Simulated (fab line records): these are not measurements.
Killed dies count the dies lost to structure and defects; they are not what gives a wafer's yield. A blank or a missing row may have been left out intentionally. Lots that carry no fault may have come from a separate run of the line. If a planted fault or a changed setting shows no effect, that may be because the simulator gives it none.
Code-filled problem report in 8D (eight disciplines) form	flow n5_finfet	the parts of the form that need people (team, actions taken, sign-off) are left out

1. PROBLEM STATEMENT
Wafers without a fault read 400.01 C, standard deviation 0.21; susceptor_temp_C at N5_BEOL_M3_PECVD_72 reads a mean of 404.90 C on 6 wafers belonging to 2 lots. Relative to the usual mean, that is a shift of +23 standard deviations.
The step: deposits SiO2 from TEOS/O2, target thk 16 nm, time 18 s.
The first sign was on wafer L925.1 at day 9 11:59, on pecvd-02. At this step, 30 wafers from 10 lots have a number in the record. The rule behind "out" and "out of limits": a value lying over 4 standard deviations away from the usual mean. All remaining wafers that have a number are taken as sound.

2. WHAT IT IS; WHAT IT IS NOT
question	is	is not
which readings at this step	susceptor_temp_C	chamber_pressure_Torr, heater_power_w, showerhead_plenum_p_Torr, throttle_valve_pct
which lots	L925, L926	L915, L916, L922, L927, L932, L933, L936, L937
which wafers of those lots	all that have a number	-
read on which tools	pecvd-02	pecvd-01, pecvd-03
when	from day 9 11:59	up to then (9 sound wafers); but 15 sound wafers of L927, L932, L933, L936, L937 came after

3. THE SUSPECTS, EACH WITH WHAT RULES IT OUT
Counting: a tool at any process step up to the reading remains a suspect when it ran all the lots that are out and ran no sound lot after the first of those.
- pvd_sputter-03 at N5_BEOL_M2_SPUTTER_90 (material Cu, target thk 4.5 nm, time 8.29 s): kept. Every lot that is out went through it, starting with L925 (day 9 10:04), and after that it ran no sound lot; the last sound lot it ran before then is L922 (day 8 23:08).
- pvd_sputter-03 at N5_BEOL_M2_SPUTTER_96 (material Cu, target thk 4.5 nm, time 8.29 s): kept. Every lot that is out went through it, starting with L925 (day 9 10:44), and after that it ran no sound lot; the last sound lot it ran before then is L922 (day 8 23:48).
- pecvd-02 at N5_BEOL_M3_PECVD_72 (deposits SiO2 from TEOS/O2, target thk 16 nm, time 18 s): ruled out as a lasting fault. The sound lots L933, L937 went through it after L925, its earliest lot that is out (day 9 11:59).
Remaining after the count are pvd_sputter-03 at N5_BEOL_M2_SPUTTER_90 and pvd_sputter-03 at N5_BEOL_M2_SPUTTER_96.

4. THE CAUSE (what the simulator had put in)
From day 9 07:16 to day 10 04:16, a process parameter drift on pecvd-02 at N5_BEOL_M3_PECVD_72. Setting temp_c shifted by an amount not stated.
Counting ruled it out, wrongly.

5. SEQUENCE OF EFFECTS, ordered by route
One row per reading whose mean, taken over the struck wafers that have a number, lies over 3 standard deviations from the usual. Only readings whose record carries a usual standard deviation are examined. hours: median over the lots of the time between each lot's start at the first step of this table that gives one and its start at this step. sigmas: the change, counted in usual standard deviations.
hours	step	reading	usual	on struck wafers	change	sigmas
0	N5_BEOL_M3_PECVD_72	susceptor_temp_C	400.01 C	404.90	+4.89	+23
Here are the process steps it includes:
- N5_BEOL_M3_PECVD_72: deposits SiO2 from TEOS/O2, target thk 16 nm, time 18 s.
At these later measuring or inspecting steps, every struck wafer for which the step has a row has a number for every such reading, and none has moved that far: N5_BEOL_M4_RC_MEAS_101.

6. WHAT WOULD HAVE CAUGHT IT SOONER
In this record no reading fell out of limits until day 9 11:59, 5 hours after the fault had begun at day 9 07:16.
